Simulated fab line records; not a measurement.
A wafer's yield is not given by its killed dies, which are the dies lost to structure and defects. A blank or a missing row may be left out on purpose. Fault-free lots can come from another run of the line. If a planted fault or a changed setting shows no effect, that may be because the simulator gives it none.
fab line records	flow n5Finfet
record lots=6	wafers=17	lastDay=19
route steps=1938 shown BEOL_M7@1272 PASSIVATION@1936
lots that met no fault: taken from a fault-free run of the same line
startH: start of the lot's first displayed wafer, in hours after the record's first day	waitH: hours elapsed since this lot's preceding step	" the same as in the row above	L1.1+2: several wafers, shown together as one row	- no value, or no start was given	* or withheld: withheld	< > ~ a bound
route shown NAME@n: a module of which the file shows steps, and the number in the route of the first	usual: average and standard deviation across the fault-free wafers	same: alike in all rows	chamber/n: place in a boat	sites: per-site readings	_std_site: standard deviation of those values	_edge_site: mean of outer sites minus mean of inner sites	radiusMm: for every site, how far away it sits from the centre of the wafer	mask NAME#n: copy n	behind: tool/chamber where the wafer was last shaped	hold: why the lot was held/for how many hours/how that ended	device: transistor that didn't switch, given as n, p or np	end of line: the route-end tests of the same wafers	a step given without rows: its recipe and nothing more	killed: at the first sort, the dies lost to defects and structure; wafer yield is something else	map: per-die view of a wafer (x killed, . not killed, _ where there is no die)
set.NAME: the setting as run; set.NAME@STEP: as run at that earlier step	model.NAME: the simulator's own value behind a step, which no gauge read
a table for each step, a row for each wafer; lots at some steps of the route
services: when a tool's chamber went out of use (startH, in hours from the record's first day, below 0 if earlier), for how many hours, and the reason
## steps
# step N5_BEOL_M7_SOFTBAKE_06
# recipe tempC=110	timeS=60	resist=CAR-ArF
# step N5_BEOL_M7_EXPOSE_08
# recipe maskId=M7	na=1.35	sourceShape=dipole	sigmaInner=0.817	sigmaOuter=0.97	polarization=te	doseMj=68.25
# step N5_BEOL_M7_PEB_09
# recipe pebTempC=withheld	pebTimeS=60	resist=CAR-ArF
# step N5_BEOL_M7_DEVELOP_10
# recipe developTimeS=30	developer=TMAH	resist=CAR-ArF	rinseLiquid=diw	dry=airSpin	devTempC=23
# step N5_BEOL_M7_CD_MEAS_11
# recipe targetCdNm=38.5	landingEnergyEv=500	detector=seInlens	polarity=opening
# usual cdNm=38.3/0.44
lot.wafer	tool	chamber	startH	waitH	cdNm
L441.2	cdSem-02	0	191.33	-	38.3
L441.5	"	0	"	"	37.4
L451.1	cdSem-03	0	243.00	-	38.4
L451.2	"	0	"	"	38.1
L451.3	"	0	"	"	38.7
L458.1	cdSem-01	0	290.29	-	37.4
L458.5	"	0	"	"	38.9
L458.6	"	0	"	"	38.1
L457.3	cdSem-02	0	310.83	-	38.7
L457.4	"	0	"	"	38.4
L457.6	"	0	"	"	38.9
L459.3	cdSem-01	0	318.93	-	38.5
L459.4	"	0	"	"	39.4
L459.5	"	0	"	"	38.8
L464.2	cdSem-01	0	359.95	-	38.7
L464.4	"	0	"	"	38.1
L464.5	"	0	"	"	38.1
# step N5_BEOL_M7_OVL_MEAS_12
# recipe pointsPerWafer=44
# usual M7_OVL=0.5/0.6
lot.wafer	tool	chamber	startH	waitH	M7_OVL[nm]
L441.2	overlay-01	0	191.36	0.0	1.1
L441.5	"	0	"	"	1.0
L451.1	overlay-01	0	243.05	0.0	0.3
L451.2	"	0	"	"	0.4
L451.3	"	0	"	"	-0.1
L458.1	overlay-01	0	290.32	0.0	2.0
L458.5	"	0	"	"	0.5
L458.6	"	0	"	"	0.8
L457.3	overlay-02	0	310.85	0.0	0.9
L457.4	"	0	"	"	-0.2
L457.6	"	0	"	"	0.0
L459.3	overlay-02	0	318.96	0.0	0.6
L459.4	"	0	"	"	0.2
L459.5	"	0	"	"	1.1
L464.2	overlay-01	0	359.98	0.0	0.4
L464.4	"	0	"	"	-0.1
L464.5	"	0	"	"	0.5
# step N5_BEOL_M7_INSPECT_13
# recipe mode=adi	inspectInstrument=brightfield
# usual rawDefectCount=420/97
lot.wafer	tool	chamber	startH	waitH	rawDefectCount
L441.2	defectInspect-02	-	191.38	0.0	420
L441.5	"	-	"	"	392
L451.1	defectInspect-02	-	243.07	0.0	524
L451.2	"	-	"	"	454
L451.3	"	-	"	"	399
L458.1	defectInspect-02	-	290.35	0.0	355
L458.5	"	-	"	"	358
L458.6	"	-	"	"	450
L457.3	defectInspect-02	-	310.88	0.0	513
L457.4	"	-	"	"	478
L457.6	"	-	"	"	438
L459.3	defectInspect-01	-	318.98	0.0	342
L459.4	"	-	"	"	516
L459.5	"	-	"	"	317
L464.2	defectInspect-01	-	360.00	0.0	378
L464.4	"	-	"	"	365
L464.5	"	-	"	"	364
# step N5_BEOL_M7_DESCUM_16
# recipe chemistry=O2	timeS=7.9	sourcePowerW=50	biasPowerW=20	pressureMtorr=20	rfFrequencyHz=2.712e+07	tempC=40	resist=CAR-ArF	o2FlowSccm=225
# usual drypumpMotorCurrentA=5.5/0.49	oesProductAu=0.78/0.074	rfVppV=243.3/1.2	showerheadPlenumPTorr=2.10/0.052	throttleValvePct=20.46/0.23
lot.wafer	tool	chamber	startH	waitH	drypumpMotorCurrentA	oesProductAu	rfHoursCounterH	rfVppV	showerheadPlenumPTorr	throttleValvePct
L441.2	rieDiel-06	1	191.41	0.0	5.5	0.74	176	244.4	2.18	20.66
L441.5	"	3	"	"	6.3	0.94	-	242.1	2.05	20.22
L451.1	rieDiel-06	2	243.10	0.0	5.7	0.74	180	242.5	2.10	20.87
L451.2	"	1	"	"	5.5	0.73	192	243.4	2.17	20.67
L451.3	"	3	"	"	6.3	0.91	22	244.2	2.04	20.22
L458.1	rieDiel-04	0	290.38	0.0	5.1	0.76	125	242.7	2.09	20.39
L458.5	"	0	"	"	5.1	0.77	-	244.3	2.09	20.38
L458.6	"	3	"	"	5.3	0.80	-	243.6	2.14	20.54
L457.3	rieDiel-06	2	310.91	0.0	5.8	0.72	202	242.0	2.09	20.88
L457.4	"	0	"	"	4.9	0.90	-	240.2	2.05	19.82
L457.6	"	3	"	"	6.2	0.87	-	242.3	2.03	20.27
L459.3	rieDiel-02	2	319.04	0.1	6.4	0.87	48	243.1	2.14	20.45
L459.4	"	1	"	"	5.7	0.74	181	243.6	2.08	20.41
L459.5	"	3	"	"	4.9	0.72	-	244.3	2.17	20.37
L464.2	rieDiel-02	2	360.03	0.0	6.4	0.86	59	244.9	2.13	20.47
L464.4	"	2	"	"	6.3	0.86	-	244.3	2.13	20.46
L464.5	"	3	"	"	5.0	0.70	-	244.6	2.16	20.37
# step N5_BEOL_M7_ETCH_61
# recipe chemistry=CF4	target=SiARC	targetDepthA=455	maskMaterial=CAR-ArF	timeS=75.8	ionEnergyEv=80	pressureMtorr=40	sourceW=545	biasW=36	Ar_flow_sccm=100	cf4FlowSccm=100	ends=cleared
# usual drypumpMotorCurrentA=5.5/0.49	etchRfOnTimeS=76.0/1.6	oesProductAu=0.67/0.064	rfVppV=184.3/1.1	showerheadPlenumPTorr=2.15/0.047	throttleValvePct=15.63/0.21
lot.wafer	tool	chamber	startH	waitH	drypumpMotorCurrentA	etchRfOnTimeS	oesProductAu	rfHoursCounterH	rfVppV	showerheadPlenumPTorr	throttleValvePct
L441.2	rieDiel-06	1	191.45	0.0	5.5	74.6	0.64	176	183.7	2.23	15.87
L441.5	"	3	"	"	6.3	74.1	0.81	-	183.4	2.10	15.31
L451.1	rieDiel-06	2	243.14	0.0	5.8	76.2	0.63	180	184.9	2.13	15.88
L451.2	"	1	"	"	5.5	74.2	0.63	192	186.5	2.22	15.91
L451.3	"	3	"	"	6.3	73.7	0.77	22	184.4	2.09	15.33
L458.1	rieDiel-04	0	290.42	0.0	5.1	73.7	0.66	125	184.7	2.15	15.63
L458.5	"	0	"	"	5.1	74.6	0.66	-	184.7	2.15	15.63
L458.6	"	3	"	"	5.3	75.9	0.68	-	184.1	2.16	15.54
L457.3	rieDiel-06	2	310.95	0.0	5.8	77.2	0.62	202	184.0	2.12	15.92
L457.4	"	0	"	"	4.9	75.6	0.77	-	184.0	2.11	15.06
L457.6	"	3	"	"	6.3	73.4	0.74	-	183.0	2.09	15.37
L459.3	rieDiel-02	2	319.08	0.0	6.4	75.3	0.74	48	184.6	2.19	15.59
L459.4	"	1	"	"	5.7	76.3	0.64	181	186.1	2.13	15.64
L459.5	"	3	"	"	5.0	77.7	0.61	-	182.8	2.21	15.53
L464.2	rieDiel-02	2	360.07	0.0	6.3	75.4	0.73	59	185.3	2.19	15.61
L464.4	"	2	"	"	6.3	75.1	0.73	-	184.2	2.19	15.61
L464.5	"	3	"	"	5.0	77.5	0.61	-	185.7	2.20	15.53
# step N5_BEOL_M7_ETCH_62
# recipe chemistry=N2/H2	target=SOC	targetDepthA=1100	overetchA=220	maskMaterial=SiARC	tempC=40	timeS=165	ionEnergyEv=200	pressureMtorr=30	sourceW=840	biasW=150	n2FlowSccm=200	h2FlowSccm=200
# usual drypumpMotorCurrentA=5.5/0.49	oesProductAu=0.66/0.058	rfVppV=524.2/1.8	showerheadPlenumPTorr=2.55/0.059	throttleValvePct=17.88/0.22
lot.wafer	tool	chamber	startH	waitH	drypumpMotorCurrentA	oesProductAu	rfHoursCounterH	rfVppV	showerheadPlenumPTorr	throttleValvePct
L441.2	rieDiel-06	1	191.50	0.0	5.5	0.64	176	526.7	2.63	18.03
L441.5	"	3	"	"	6.3	0.79	-	522.5	2.51	17.78
L451.1	rieDiel-06	2	243.20	0.0	5.8	0.63	180	523.9	2.53	18.19
L451.2	"	1	"	"	5.5	0.62	192	526.3	2.63	18.04
L451.3	"	3	"	"	6.3	0.75	22	523.5	2.51	17.79
L458.1	rieDiel-04	0	290.47	0.0	5.1	0.64	125	524.3	2.54	17.76
L458.5	"	0	"	"	5.1	0.64	-	524.2	2.54	17.76
L458.6	"	3	"	"	5.3	0.67	-	524.5	2.57	17.77
L457.3	rieDiel-06	2	311.00	0.0	5.8	0.62	202	524.2	2.52	18.22
L457.4	"	0	"	"	4.9	0.76	-	522.0	2.50	17.31
L457.6	"	3	"	"	6.3	0.72	-	523.4	2.50	17.84
L459.3	rieDiel-02	2	319.13	0.0	6.4	0.73	48	525.9	2.58	17.75
L459.4	"	1	"	"	5.7	0.65	181	523.6	2.54	17.95
L459.5	"	3	"	"	4.9	0.61	-	527.1	2.65	17.87
L464.2	rieDiel-02	2	360.12	0.0	6.4	0.72	59	525.4	2.58	17.77
L464.4	"	2	"	"	6.4	0.72	-	524.3	2.58	17.78
L464.5	"	3	"	"	5.0	0.60	-	527.1	2.64	17.88
# step N5_BEOL_M7_STRIP_68
# recipe chemistry=N2/H2	tempC=40	n2FlowSccm=200	h2FlowSccm=200	rfFrequencyHz=6e+07
# step N5_BEOL_M7_STRIP_67
# recipe chemistry=CF4	resist=SiARC	powerW=300	biasPowerW=75	pressureMtorr=50	cf4FlowSccm=150	rfFrequencyHz=6e+07
# usual drypumpMotorCurrentA=5.5/0.49	oesProductAu=0.78/0.067	rfVppV=271.2/1.2	showerheadPlenumPTorr=1.80/0.038	throttleValvePct=13.60/0.24
lot.wafer	tool	chamber	startH	waitH	drypumpMotorCurrentA	oesProductAu	rfHoursCounterH	rfVppV	showerheadPlenumPTorr	throttleValvePct
L441.2	rieDiel-06	1	191.65	0.0	5.5	0.74	176	270.8	1.87	13.88
L441.5	"	3	"	"	6.3	0.93	-	271.9	1.75	13.23
L451.1	rieDiel-06	2	243.34	0.0	5.8	0.75	180	270.8	1.79	13.89
L451.2	"	1	"	"	5.5	0.73	192	272.8	1.87	13.91
L451.3	"	3	"	"	6.2	0.89	22	270.8	1.74	13.24
L458.1	rieDiel-04	0	290.62	0.0	5.1	0.77	125	269.6	1.80	13.62
L458.5	"	0	"	"	5.1	0.76	-	271.4	1.80	13.61
L458.6	"	3	"	"	5.2	0.80	-	271.0	1.80	13.43
L457.3	rieDiel-06	2	311.15	0.0	5.8	0.73	202	270.7	1.78	13.94
L457.4	"	0	"	"	4.9	0.89	-	270.1	1.76	13.02
L457.6	"	3	"	"	6.2	0.85	-	270.3	1.74	13.29
L459.3	rieDiel-02	2	319.28	0.0	6.4	0.87	48	272.6	1.83	13.49
L459.4	"	1	"	"	5.7	0.75	181	268.7	1.80	13.68
L459.5	"	3	"	"	4.9	0.73	-	271.4	1.83	13.50
L464.2	rieDiel-02	2	360.27	0.0	6.4	0.86	59	268.3	1.83	13.55
L464.4	"	2	"	"	6.4	0.85	-	270.9	1.83	13.52
L464.5	"	3	"	"	5.0	0.72	-	271.7	1.83	13.52
# step N5_BEOL_M7_HM_OPEN_17
# recipe chemistry=Cl2/BCl3	targetDepthA=200	overetchA=60	target=TiN	maskMaterial=SOC	ionEnergyEv=150	pressureMtorr=10	icpW=1000	biasW=126	Cl2_flow_sccm=53.25	bcl3FlowSccm=21.75	Ar_flow_sccm=25
# usual drypumpMotorCurrentA=6.00/0.25	oesProductAu=0.70/0.083	throttleValvePct=22.04/0.15
lot.wafer	tool	chamber	startH	waitH	drypumpMotorCurrentA	oesProductAu	rfHoursCounterH	throttleValvePct	model.SOC_of_BEOL_M7_COAT_59.thkNm
L441.2	rieMetal-02	1	191.69	0.0	6.26	0.57	94	21.89	92.6
L441.5	"	1	"	"	6.27	0.57	-	21.89	92.8
L451.1	rieMetal-03	0	243.38	0.0	5.84	0.69	30	22.27	91.8
L451.2	"	1	"	"	6.00	0.76	6	21.95	91.4
L451.3	"	0	"	"	5.83	0.70	-	22.29	91.8
L458.1	rieMetal-02	1	290.66	0.0	6.29	0.55	104	21.93	92.2
L458.5	"	1	"	"	6.30	0.55	-	21.92	92
L458.6	"	0	"	"	5.65	0.74	-	22.13	89
L457.3	rieMetal-01	0	311.22	0.1	5.94	0.76	-	22.06	92.2
L457.4	"	1	"	"	6.46	0.59	-	21.90	92.4
L457.6	"	0	"	"	5.93	0.77	-	22.05	92.4
L459.3	rieMetal-02	1	319.35	0.1	6.32	0.55	-	21.92	92.6
L459.4	"	0	"	"	5.64	0.73	-	22.09	89.8
L459.5	"	1	"	"	6.28	0.55	-	21.93	92.4
L464.2	rieMetal-01	0	360.31	0.0	5.95	0.75	17	22.05	92.4
L464.4	"	0	"	"	5.95	0.75	-	22.05	92.4
L464.5	"	1	"	"	6.40	0.59	-	21.86	92
# step N5_BEOL_M7_STRIP_19
# recipe chemistry=O2	powerW=400	tempC=40	pressureMtorr=30	rfFrequencyHz=6e+07	biasPowerW=0	overashFraction=0.2	o2FlowSccm=225
# usual drypumpMotorCurrentA=5.5/0.49	oesProductAu=0.78/0.073	rfVppV=3.6/0.55	showerheadPlenumPTorr=2.11/0.054	throttleValvePct=16.72/0.23
lot.wafer	tool	chamber	startH	waitH	drypumpMotorCurrentA	oesProductAu	rfHoursCounterH	rfVppV	showerheadPlenumPTorr	throttleValvePct
L441.2	rieDiel-06	1	191.80	0.1	5.5	0.75	176	3.4	2.18	16.90
L441.5	"	3	"	"	6.3	0.94	-	3.0	2.05	16.40
L451.1	rieDiel-04	2	243.60	0.2	5.0	0.83	92	3.1	2.03	16.79
L451.2	"	3	"	"	5.3	0.82	71	2.7	2.15	16.73
L451.3	"	0	"	"	5.1	0.78	112	4.0	2.10	16.60
L458.1	rieDiel-04	0	290.94	0.3	5.1	0.75	126	3.2	2.09	16.65
L458.5	"	1	"	"	6.1	0.72	-	4.2	2.18	16.76
L458.6	"	2	"	"	5.0	0.80	-	3.6	2.03	16.80
L457.3	rieDiel-02	3	311.30	0.1	5.0	0.72	207	3.5	2.17	16.61
L457.4	"	0	"	"	5.3	0.69	242	2.6	2.07	17.00
L457.6	"	2	"	"	6.3	0.87	-	3.6	2.14	16.65
L459.3	rieDiel-06	0	319.59	0.2	4.9	0.90	17	3.4	2.05	16.08
L459.4	"	3	"	"	6.3	0.88	46	3.4	2.04	16.48
L459.5	"	1	"	"	5.5	0.73	-	2.6	2.17	16.98
L464.2	rieDiel-02	1	360.42	0.1	5.7	0.73	192	4.8	2.08	16.69
L464.4	"	3	"	"	5.0	0.71	-	4.3	2.17	16.66
L464.5	"	1	"	"	5.8	0.74	-	3.2	2.08	16.68
# step N5_PASSIVATION_PROBE_49
# usual defectLimitedYield=91.3/1.7	killed_at_M0_to_M3=33/9.9	killed_at_M4_up=14/6.4	killedAtContacts=12/7	killedAtFrontEnd=41/13	killedAtOther=3.1/2.9	killedDies=103/20	killedOpen=67/14	killedShort=34/9.4	sort_bin_4_leakage=0.03/0.24	sort_bin_5_function=5.1/1.1	sort_bin_6_memory=3.2/0.79	sort_bin_8_speed=0.02/0.15	sortNPass=1077/21	sortYieldPct=91.2/1.7
# same grossDies=1180	killedAtBackSide=0
lot.wafer	tool	chamber	startH	waitH	defectLimitedYield[%]	killed_at_M0_to_M3	killed_at_M4_up	killedAtContacts	killedAtFrontEnd	killedAtOther	killedDies	killedOpen	killedShort	sort_bin_4_leakage[%]	sort_bin_5_function[%]	sort_bin_6_memory[%]	sort_bin_8_speed[%]	sortNPass	sortYieldPct[%]
L441.2	prober-02	-	265.61	0.1	90.2	46	12	22	31	5	116	82	31	0	5.8	3.6	0	1064	90.2
L441.5	prober-02	-	265.76	0.2	92.8	35	11	21	15	3	85	55	28	0	4.9	2.2	0	1095	92.8
L451.1	prober-02	-	324.82	0.0	89.6	36	9	23	53	2	123	79	40	0	5.2	4.7	0	1057	89.6
L451.2	prober-02	-	324.87	0.1	92.1	21	13	17	27	15	93	56	37	0	4.2	3.1	0	1087	92.1
L451.3	prober-02	-	324.92	0.1	92.2	34	5	14	38	1	92	54	34	1.02	4.2	2.9	0	1076	91.2
L457.3	prober-02	-	395.21	0.1	91.7	15	15	17	48	3	98	60	35	0	4.3	3.6	0.08	1082	91.7
L457.4	prober-02	-	395.26	0.2	91.9	29	8	15	36	7	95	57	36	1.19	5.0	2.5	0	1071	90.8
L457.6	prober-02	-	395.36	0.3	93.7	25	8	12	27	2	74	49	23	0	4.2	1.9	0	1106	93.7
L464.2	prober-02	-	461.85	0.1	92.5	28	14	9	36	2	89	61	26	0	4.2	2.9	0	1091	92.5
L464.4	prober-02	-	461.95	0.2	90.3	33	17	10	49	6	115	80	35	0	5.9	3.4	0	1065	90.3
L464.5	prober-02	-	462.00	0.2	91.3	38	18	2	42	3	103	68	32	0	5.4	2.9	0	1077	91.3
# killed by level:class
L441.2 MOL_CONTACT_COAG:geometricParticle:open=17 BEOL_M3:geometricParticle:open=14 BEOL_M0_SAQP:geometricParticle:short=8 BEOL_M1:geometricParticle:open=6 STI_FIN_REVEAL:geometricParticle:open=5 GATE_CUT:geometricParticle:open=5 MOL_CONTACT_COAG:geometricParticle:short=5 BEOL_M0_SAQP:geometricParticle:open=5
L441.5 MOL_CONTACT_COAG:geometricParticle:open=15 BEOL_M3:geometricParticle:open=14 MOL_CONTACT_COAG:geometricParticle:short=6 BEOL_M0_SAQP:geometricParticle:short=6 BEOL_M0_SAQP:geometricParticle:open=5 BEOL_M1:geometricParticle:open=4 BEOL_M8:geometricParticle:open=3 STARTING-WAFER:geometricParticle:short=3
L451.1 MOL_CONTACT_COAG:geometricParticle:open=18 FIN_SAQP:geometricParticle:open=14 FIN_SAQP:geometricParticle:short=9 BEOL_M0_SAQP:geometricParticle:short=9 BEOL_M3:geometricParticle:open=8 BEOL_M0_SAQP:geometricParticle:open=8 MOL_CONTACT_COAG:geometricParticle:short=5 DUMMY_GATE:geometricParticle:open=4
L451.2 MOL_CONTACT_COAG:geometricParticle:open=12 FIN_SAQP:geometricParticle:open=9 FIN_SAQP:geometricParticle:short=7 BEOL_M1:geometricParticle:open=6 BEOL_M4:geometricParticle:open=6 PAD_METAL:geometricParticle:short=6 MOL_CONTACT_COAG:geometricParticle:short=5 BEOL_M0_SAQP:geometricParticle:short=4
L451.3 FIN_SAQP:geometricParticle:open=11 BEOL_M1:geometricParticle:open=9 MOL_CONTACT_COAG:geometricParticle:open=8 BEOL_M0_SAQP:geometricParticle:short=7 MOL_CONTACT_COAG:geometricParticle:short=6 DUMMY_GATE:geometricParticle:open=5 STI_FIN_REVEAL:geometricParticle:open=4 BEOL_M3:geometricParticle:open=4
L457.3 FIN_SAQP:geometricParticle:short=19 MOL_CONTACT_COAG:geometricParticle:open=14 FIN_SAQP:geometricParticle:open=12 BEOL_M4:geometricParticle:open=8 BEOL_M2:geometricParticle:open=5 STARTING-WAFER:geometricParticle:open=5 GATE_CUT:geometricParticle:short=4 BEOL_M0_SAQP:geometricParticle:open=4
L457.4 MOL_CONTACT_COAG:geometricParticle:open=14 GATE_CUT:geometricParticle:short=9 FIN_SAQP:geometricParticle:open=7 BEOL_M0_SAQP:geometricParticle:short=7 BEOL_M0_SAQP:geometricParticle:open=7 BEOL_M2:geometricParticle:open=6 FIN_SAQP:geometricParticle:short=5 BEOL_M4:geometricParticle:open=4
L457.6 MOL_CONTACT_COAG:geometricParticle:open=11 BEOL_M0_SAQP:geometricParticle:open=8 FIN_SAQP:geometricParticle:short=6 FIN_SAQP:geometricParticle:open=4 BEOL_M2:geometricParticle:open=4 GATE_CUT:geometricParticle:open=3 STI_FIN_REVEAL:geometricParticle:open=3 BEOL_M3:geometricParticle:open=3
L464.2 FIN_SAQP:geometricParticle:open=9 FIN_SAQP:geometricParticle:short=7 STI_FIN_REVEAL:geometricParticle:open=7 MOL_CONTACT_COAG:geometricParticle:open=7 BEOL_M1:geometricParticle:open=5 BEOL_M2:geometricParticle:open=5 BEOL_M5:geometricParticle:open=5 BEOL_M2:geometricParticle:short=4
L464.4 FIN_SAQP:geometricParticle:open=16 BEOL_M0_SAQP:geometricParticle:open=9 BEOL_M1:geometricParticle:open=9 MOL_CONTACT_COAG:geometricParticle:open=8 STI_FIN_REVEAL:geometricParticle:open=7 FIN_SAQP:geometricParticle:short=6 BEOL_M0_SAQP:geometricParticle:short=6 DUMMY_GATE:geometricParticle:open=5
L464.5 BEOL_M0_SAQP:geometricParticle:open=13 BEOL_M0_SAQP:geometricParticle:short=10 BEOL_M4:geometricParticle:open=7 STI_FIN_REVEAL:geometricParticle:open=6 BEOL_M3:geometricParticle:open=6 DUMMY_GATE:geometricParticle:open=5 BEOL_M1:geometricParticle:open=5 FIN_SAQP:geometricParticle:short=4
## services
tool	chamber	startH	hours	kind
rieDiel-06	-	177.84	0.6	repair
rieMetal-01	-	179.36	0.6	repair
rieDiel-04	0	185.19	4.0	repair
rieMetal-02	-	221.84	2.8	pm
rieMetal-03	-	230.33	0.4	repair
rieDiel-06	3	235.37	2.3	repair
rieDiel-06	0	244.91	-	clean
rieDiel-06	0	244.91	-	consumableReplace:focusRing
rieDiel-06	0	244.91	17.9	scheduledDown
rieDiel-06	0	244.91	17.9	ventCycle
rieDiel-06	1	295.74	3.9	repair
rieDiel-06	1	303.97	8.4	repair
rieMetal-02	-	314.27	1.4	pm
rieDiel-06	0	337.93	3.2	repair
rieDiel-04	3	342.35	3.4	repair
rieDiel-02	0	344.87	-	clean
rieDiel-02	0	344.87	-	consumableReplace:focusRing
rieDiel-02	0	344.87	15.9	scheduledDown
rieDiel-02	0	344.87	15.9	ventCycle
rieDiel-02	3	347.28	2.8	repair
rieMetal-02	1	356.98	-	clean
rieMetal-02	1	356.98	15.5	scheduledDown
rieMetal-02	1	356.98	15.5	ventCycle
rieDiel-04	0	359.94	1.7	repair
## key
firstSign none at tools or gauges
modelEffect step=N5_BEOL_M7_HM_OPEN_17	value=SOC_of_BEOL_M7_COAT_59.thkNm	without=92.3	struck=89.4
metAt N5_BEOL_M7_HM_OPEN_17
struckWafers L458.6,L459.4
fault kind=processParameterDrift	tool=rieMetal-02	chamber=0	onsetH=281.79	steps=N5_BEOL_M7_HM_OPEN_17	channel=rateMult	offset=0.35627	shape=step	endH=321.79
